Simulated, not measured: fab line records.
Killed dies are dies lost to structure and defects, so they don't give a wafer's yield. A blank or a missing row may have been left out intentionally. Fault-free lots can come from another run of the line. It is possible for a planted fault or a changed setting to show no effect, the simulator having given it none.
Which of the tools did it? ; flow nand-harc ; 23 lots, 69 wafers sampled, at 6 steps of a route of 1302

## WHAT EACH GAUGE READ, for each wafer
No reading from a measuring or inspecting step in the record can be judged against a usual standard deviation.

## WHAT TOOL EACH LOT RAN ON (gives the tool, then ch and the chambers of the sampled wafers, and finally the start)
lot;NHARC_A_CHANNEL_HOLE_D2_STRIP_28;NHARC_A_CHANNEL_FILL_D2_STRIP_29;NHARC_A_STAIRCASE_ETCH_170;NHARC_A_STAIRCASE_ETCH_15;NHARC_A_STAIRCASE_ETCH_17;NHARC_A_STAIRCASE_TRIM_18
L075;rie-diel-04 ch 2,3, day 15 13:34 or earlier;rie-diel-05 ch 0,1,3, day 15 13:34;rie-diel-02 ch 0,1, no start;rie-diel-02 ch 0,1,2, no start;rie-diel-02 ch 0,1,3, no start;rie-diel-02 ch 0,2,3, no start
L074;rie-diel-11 ch 0,1,3, no start;rie-diel-13 ch 1,2,3, no start;rie-diel-02 ch 1,2,3, no start;rie-diel-02 ch 0,2,3, no start;rie-diel-02 ch 1,2,3, no start;rie-diel-02 ch 0,1,3, no start
L076;rie-diel-04 ch 1,3, no start;rie-diel-03 ch 0,3, no start;rie-diel-12 ch 2,3, no start;rie-diel-02 ch 1,2, no start;rie-diel-02 ch 1,2,3, no start;rie-diel-02 ch 0,1,3, no start
L078;rie-diel-04 ch 0,2,3, no start;rie-diel-13 ch 2,3, no start;rie-diel-02 ch 1,3, no start;rie-diel-12 ch 1,3, no start;rie-diel-12 ch 2,3, no start;rie-diel-12 ch 1,3, no start
L077;rie-diel-11 ch 0,2,3, no start;rie-diel-05 ch 1,2,3, no start;rie-diel-02 ch 0,1,3, no start;rie-diel-02 ch 1,2,3, no start;rie-diel-02 ch 0,1, no start;rie-diel-02 ch 1,2,3, no start
L079;rie-diel-04 ch 0,1,2, no start;rie-diel-13 ch 2,3, no start;rie-diel-02 ch 1,3, no start;rie-diel-12 ch 0,2, no start;rie-diel-12 ch 1,2, no start;rie-diel-12 ch 0,1,2, no start
L080;rie-diel-04 ch 0,3, no start;rie-diel-05 ch 0,2,3, no start;rie-diel-02 ch 0,1,2, no start;rie-diel-09 ch 2,3, no start;rie-diel-09 ch 1,2,3, no start;rie-diel-09 ch 0,2, no start
L081;rie-diel-11 ch 0,2,3, no start;rie-diel-03 ch 0,1, no start;rie-diel-09 ch 1,2,3, no start;rie-diel-09 ch 0,1,3, no start;rie-diel-09 ch 0,1,3, no start;rie-diel-09 ch 0,1,3, no start
L082;rie-diel-06 ch 0,1,2, day 19 02:59 or earlier;rie-diel-03 ch 0,2,3, day 19 02:59;rie-diel-09 ch 0,1, no start;rie-diel-12 ch 2,3, no start;rie-diel-12 ch 0,2,3, no start;rie-diel-12 ch 0,2, no start
L083;rie-diel-04 ch 0,1, no start;rie-diel-05 ch 0,2,3, no start;rie-diel-02 ch 0,1,3, no start;rie-diel-09 ch 0,1,3, no start;rie-diel-09 ch 0,1,3, no start;rie-diel-09 ch 0,2,3, no start
L084;rie-diel-04 ch 0,1,2, no start;rie-diel-05 ch 0,2,3, no start;rie-diel-02 ch 0,2,3, no start;rie-diel-09 ch 0,1,3, no start;rie-diel-09 ch 1,2,3, no start;rie-diel-09 ch 0,1,2, no start
L085;rie-diel-11 ch 0,1,3, day 20 00:54 or earlier;rie-diel-03 ch 1,3, day 20 00:54;rie-diel-09 ch 0,2,3, no start;rie-diel-02 ch 1,2,3, no start;rie-diel-02 ch 1,2,3, no start;rie-diel-02 ch 0,1,2, no start
L087;rie-diel-04 ch 0,1,3, no start;rie-diel-13 ch 0,2,3, no start;rie-diel-02 ch 0,1,2, no start;rie-diel-12 ch 0,2,3, no start;rie-diel-12 ch 0,2,3, no start;rie-diel-12 ch 0,2,3, no start
L088;rie-diel-04 ch 1,2,3, day 21 14:53 or earlier;rie-diel-05 ch 1,2,3, day 21 14:53;rie-diel-02 ch 0,1,2, no start;rie-diel-02 ch 0,1,3, no start;rie-diel-02 ch 1,2,3, no start;rie-diel-02 ch 1,2,3, no start
L090;rie-diel-06 ch 0,2,3, no start;rie-diel-03 ch 0,1,2, no start;rie-diel-09 ch 0,2,3, no start;rie-diel-12 ch 0,1,2, no start;rie-diel-12 ch 1,2,3, no start;rie-diel-12 ch 1,2,3, no start
L089;rie-diel-04 ch 1,2,3, no start;rie-diel-05 ch 1,2,3, no start;rie-diel-09 ch 0,2,3, no start;rie-diel-09 ch 1,2,3, no start;rie-diel-09 ch 0,1,3, no start;rie-diel-09 ch 0,1,3, no start
L092;rie-diel-04 ch 1,2,3, no start;rie-diel-05 ch 0,1,3, no start;rie-diel-09 ch 0,1,3, no start;rie-diel-12 ch 0,1,2, no start;rie-diel-12 ch 0,2,3, no start;rie-diel-12 ch 0,1,3, no start
L091;rie-diel-04 ch 1,2,3, no start;rie-diel-03 ch 0,2,3, no start;rie-diel-02 ch 2,3, no start;rie-diel-02 ch 1,3, no start;rie-diel-02 ch 2,3, no start;rie-diel-02 ch 2,3, no start
L093;rie-diel-06 ch 1,2, day 22 21:49 or earlier;rie-diel-05 ch 0,2, day 22 21:49;rie-diel-09 ch 0,2,3, no start;rie-diel-12 ch 0,2, no start;rie-diel-12 ch 2,3, no start;rie-diel-12 ch 0,1,2, no start
L095;rie-diel-06 ch 0,1,2, no start;rie-diel-03 ch 1,2,3, no start;rie-diel-02 ch 0,1,3, no start;rie-diel-09 ch 0,2,3, no start;rie-diel-09 ch 0,1,3, no start;rie-diel-09 ch 0,1,2, no start
L094;rie-diel-11 ch 0,1,3, no start;rie-diel-13 ch 0,1,2, no start;rie-diel-09 ch 0,1, no start;rie-diel-09 ch 0,3, no start;rie-diel-09 ch 0,2,3, no start;rie-diel-09 ch 0,1,2, no start
L097;rie-diel-06 ch 2,3, no start;rie-diel-05 ch 0,1,3, no start;rie-diel-09 ch 1,2, no start;rie-diel-12 ch 0,1,2, no start;rie-diel-12 ch 2,3, no start;rie-diel-12 ch 0,3, no start
L096;rie-diel-04 ch 1,2,3, day 22 21:33;rie-diel-03 ch 0,1,2, no start;rie-diel-09 ch 0,1,2, no start;rie-diel-02 ch 0,1,2, no start;rie-diel-02 ch 0,1,2, no start;rie-diel-02 ch 0,1,2, no start
- NHARC_A_CHANNEL_HOLE_D2_STRIP_28: strips in O2.
- NHARC_A_CHANNEL_FILL_D2_STRIP_29: strips in O2, time 20 s.
- NHARC_A_STAIRCASE_ETCH_170: etches the open film in C4F6/O2, target depth 200 nm, time 66.667 s.
- NHARC_A_STAIRCASE_ETCH_15: etches the open film in C4F8/O2, target depth 100 nm, time 40.5 s.
- NHARC_A_STAIRCASE_ETCH_17: etches the open film in C4F8/O2, target depth 100 nm, time 40.5 s.
- NHARC_A_STAIRCASE_TRIM_18: chemistry O2, time 211.2 s.

## AS READ BY THE TOOLS THEMSELVES (means over the sampled wafers that have a number; for cases with no such wafer, the mark the record gives instead)
NHARC_A_CHANNEL_HOLE_D2_STRIP_28.
lot;tool;drypump-motor-current-A (A);oes-product-au (a.u.);rf-vpp-V (V);showerhead-plenum-p-Torr (Torr);throttle-valve-pct (%)
L075;rie-diel-04;4.9;0.998;57.2;3.54;17.036
L074;rie-diel-11;5.4;1.003;58.5;3.58;17.041
L076;rie-diel-04;5.5;1.012;57.6;3.48;17.031
L078;rie-diel-04;5.3;1.007;57.6;3.52;17.032
L077;rie-diel-11;5.5;1.009;57.9;3.66;17.038
L079;rie-diel-04;5.6;1.017;57.3;3.51;17.046
L080;rie-diel-04;5.6;1.024;57.5;3.47;17.033
L081;rie-diel-11;5.6;1.003;58.7;3.66;17.040
L082;rie-diel-06;5.6;0.995;58.1;3.55;17.038
L083;rie-diel-04;5.8;1.010;57.9;3.46;17.040
L084;rie-diel-04;5.6;0.999;58.2;3.51;17.043
L085;rie-diel-11;5.4;1.001;58.6;3.58;17.033
L087;rie-diel-04;5.6;1.002;58.1;3.47;17.035
L088;rie-diel-04;5.2;0.993;57.4;3.53;17.031
L090;rie-diel-06;5.8;1.009;57.2;3.44;17.044
L089;rie-diel-04;5.2;1.001;58.0;3.53;17.036
L092;rie-diel-04;5.2;1.005;58.0;3.53;17.039
L091;rie-diel-04;5.2;1.006;57.8;3.53;17.029
L093;rie-diel-06;5.8;0.998;57.8;3.62;17.038
L095;rie-diel-06;5.7;0.993;57.8;3.55;17.034
L094;rie-diel-11;5.4;1.009;57.4;3.57;17.033
L097;rie-diel-06;6.1;0.983;57.2;3.41;17.039
L096;rie-diel-04;5.2;0.999;58.3;3.53;17.047

NHARC_A_CHANNEL_FILL_D2_STRIP_29.
lot;tool;drypump-motor-current-A (A);oes-product-au (a.u.);rf-vpp-V (V);showerhead-plenum-p-Torr (Torr);throttle-valve-pct (%)
L075;rie-diel-05;5.53;1.013;58.0;3.48;17.041
L074;rie-diel-13;5.86;0.999;58.1;3.59;17.032
L076;rie-diel-03;5.65;0.995;57.9;3.46;17.036
L078;rie-diel-13;6.18;0.996;57.6;3.58;17.041
L077;rie-diel-05;5.61;1.006;57.8;3.46;17.026
L079;rie-diel-13;6.19;0.996;58.5;3.58;17.030
L080;rie-diel-05;5.60;1.012;58.2;3.42;17.040
L081;rie-diel-03;5.24;0.996;57.3;3.48;17.035
L082;rie-diel-03;5.54;0.986;57.7;3.44;17.042
L083;rie-diel-05;5.61;1.003;58.0;3.42;17.041
L084;rie-diel-05;5.60;1.006;57.1;3.42;17.032
L085;rie-diel-03;5.14;0.997;57.5;3.61;17.026
L087;rie-diel-13;6.04;1.001;57.3;3.48;17.043
L088;rie-diel-05;5.61;1.013;57.4;3.46;17.032
L090;rie-diel-03;5.41;0.990;57.6;3.38;17.036
L089;rie-diel-05;5.62;1.010;58.5;3.46;17.039
L092;rie-diel-05;5.56;1.023;58.0;3.48;17.031
L091;rie-diel-03;5.54;1.002;56.9;3.43;17.043
L093;rie-diel-05;5.59;1.013;57.5;3.36;17.032
L095;rie-diel-03;5.30;0.996;57.5;3.51;17.036
L094;rie-diel-13;5.75;1.007;57.6;3.59;17.028
L097;rie-diel-05;5.54;1.010;58.6;3.48;17.041
L096;rie-diel-03;5.39;0.994;56.6;3.37;17.026

NHARC_A_STAIRCASE_ETCH_170.
lot;tool;drypump-motor-current-A (A);oes-product-au (a.u.);rf-vpp-V (V);showerhead-plenum-p-Torr (Torr);throttle-valve-pct (%)
L075;rie-diel-02;5.7;0.981;541.5;3.69;26.911
L074;rie-diel-02;5.6;0.981;544.2;3.78;26.904
L076;rie-diel-12;5.5;0.996;546.2;3.87;26.897
L078;rie-diel-02;6.0;0.984;543.5;3.74;26.910
L077;rie-diel-02;5.9;0.975;542.3;3.71;26.911
L079;rie-diel-02;6.1;0.965;543.3;3.73;26.898
L080;rie-diel-02;5.5;0.947;542.7;3.75;26.908
L081;rie-diel-09;5.9;0.970;548.7;4.04;26.910
L082;rie-diel-09;5.4;0.970;549.5;4.02;26.903
L083;rie-diel-02;5.9;0.973;542.4;3.70;26.901
L084;rie-diel-02;5.5;0.977;542.9;3.75;26.900
L085;rie-diel-09;5.8;0.964;548.0;3.98;26.907
L087;rie-diel-02;5.5;0.973;543.0;3.73;26.913
L088;rie-diel-02;5.5;0.966;542.9;3.73;26.905
L090;rie-diel-09;5.8;1.003;548.4;3.97;26.910
L089;rie-diel-09;5.8;0.965;548.0;3.97;26.901
L092;rie-diel-09;5.8;0.980;548.0;4.00;26.900
L091;rie-diel-02;5.6;0.973;542.8;3.76;26.906
L093;rie-diel-09;5.8;0.987;548.3;3.97;26.896
L095;rie-diel-02;5.9;0.972;541.9;3.68;26.898
L094;rie-diel-09;5.4;0.964;548.4;3.95;26.913
L097;rie-diel-09;5.5;0.972;547.9;3.98;26.912
L096;rie-diel-09;5.5;0.981;547.8;3.96;26.910

NHARC_A_STAIRCASE_ETCH_15.
lot;tool;oes-product-au (a.u.);rf-vpp-V (V)
L075;rie-diel-02;0.939;891
L074;rie-diel-02;0.953;891
L076;rie-diel-02;0.952;892
L078;rie-diel-12;0.936;894
L077;rie-diel-02;0.934;891
L079;rie-diel-12;0.961;892
L080;rie-diel-09;0.943;898
L081;rie-diel-09;0.939;899
L082;rie-diel-12;0.968;894
L083;rie-diel-09;0.945;899
L084;rie-diel-09;0.929;898
L085;rie-diel-02;0.942;891
L087;rie-diel-12;0.959;892
L088;rie-diel-02;0.933;887
L090;rie-diel-12;0.956;891
L089;rie-diel-09;0.953;898
L092;rie-diel-12;0.936;891
L091;rie-diel-02;0.931;890
L093;rie-diel-12;0.942;891
L095;rie-diel-09;0.942;896
L094;rie-diel-09;0.946;898
L097;rie-diel-12;0.937;891
L096;rie-diel-02;0.919;896

NHARC_A_STAIRCASE_ETCH_17.
lot;tool;oes-product-au (a.u.);rf-vpp-V (V)
L075;rie-diel-02;0.936;889
L074;rie-diel-02;0.934;891
L076;rie-diel-02;0.941;891
L078;rie-diel-12;0.971;893
L077;rie-diel-02;0.938;888
L079;rie-diel-12;0.961;893
L080;rie-diel-09;0.949;899
L081;rie-diel-09;0.940;899
L082;rie-diel-12;0.949;891
L083;rie-diel-09;0.931;899
L084;rie-diel-09;0.939;900
L085;rie-diel-02;0.944;891
L087;rie-diel-12;0.957;892
L088;rie-diel-02;0.949;890
L090;rie-diel-12;0.927;893
L089;rie-diel-09;0.950;898
L092;rie-diel-12;0.950;891
L091;rie-diel-02;0.928;890
L093;rie-diel-12;0.948;893
L095;rie-diel-09;0.937;898
L094;rie-diel-09;0.939;897
L097;rie-diel-12;0.934;892
L096;rie-diel-02;0.924;895

NHARC_A_STAIRCASE_TRIM_18.
lot;tool;drypump-motor-current-A (A);oes-product-au (a.u.);rf-vpp-V (V);showerhead-plenum-p-Torr (Torr);throttle-valve-pct (%)
L075;rie-diel-02;5.5;1.001;57.8;3.38;17.032
L074;rie-diel-02;5.9;1.002;57.0;3.34;17.045
L076;rie-diel-02;5.9;1.005;57.9;3.34;17.042
L078;rie-diel-12;5.6;1.007;58.0;3.46;17.028
L077;rie-diel-02;5.7;0.995;57.9;3.39;17.036
L079;rie-diel-12;6.3;1.017;56.6;3.41;17.034
L080;rie-diel-09;5.4;0.986;57.1;3.55;17.044
L081;rie-diel-09;5.8;0.991;58.3;3.62;17.044
L082;rie-diel-12;6.2;1.021;58.2;3.41;17.041
L083;rie-diel-09;5.8;0.999;58.1;3.58;17.032
L084;rie-diel-09;5.5;0.992;58.6;3.59;17.043
L085;rie-diel-02;5.5;0.990;56.7;3.35;17.037
L087;rie-diel-12;6.0;1.002;57.2;3.41;17.044
L088;rie-diel-02;5.6;1.000;56.4;3.37;17.035
L090;rie-diel-12;5.8;1.004;57.6;3.44;17.028
L089;rie-diel-09;5.9;0.998;57.2;3.60;17.037
L092;rie-diel-12;6.1;1.009;56.8;3.39;17.037
L091;rie-diel-02;5.2;0.999;56.5;3.41;17.036
L093;rie-diel-12;6.3;1.000;57.8;3.38;17.037
L095;rie-diel-09;5.5;1.000;57.7;3.57;17.036
L094;rie-diel-09;5.5;1.009;58.6;3.57;17.036
L097;rie-diel-12;6.3;1.001;57.8;3.34;17.047
L096;rie-diel-02;5.5;0.993;57.3;3.52;17.041

## THE ANSWER, worked out from the rows above alone
Rule: the usual values come from the lots themselves. The widest of any qualifying gaps counts: lots, ordered by their means at a reading, are off when they make up no more than a third of the lots, leave a main group of 4 or more, and stand apart from it by 3 or more times the standard deviation of that group's means. If all means in a main group match to the digits the tables above print for the reading, that group is not used. Also off: a lot with no number at a reading for which 4 or more lots have one. The other lots that the step has rows for count as sound. Order of review: gauges by route order, followed by the tools' own readings, for which a lot's mean as printed above is used. At the first step where some lot is off, the reading lying furthest off is the one used; lots without a number count as furthest.
Across all readings shown, no lot is off: no conclusion can be drawn from this.

## WHAT THE SIMULATOR HAD INSERTED
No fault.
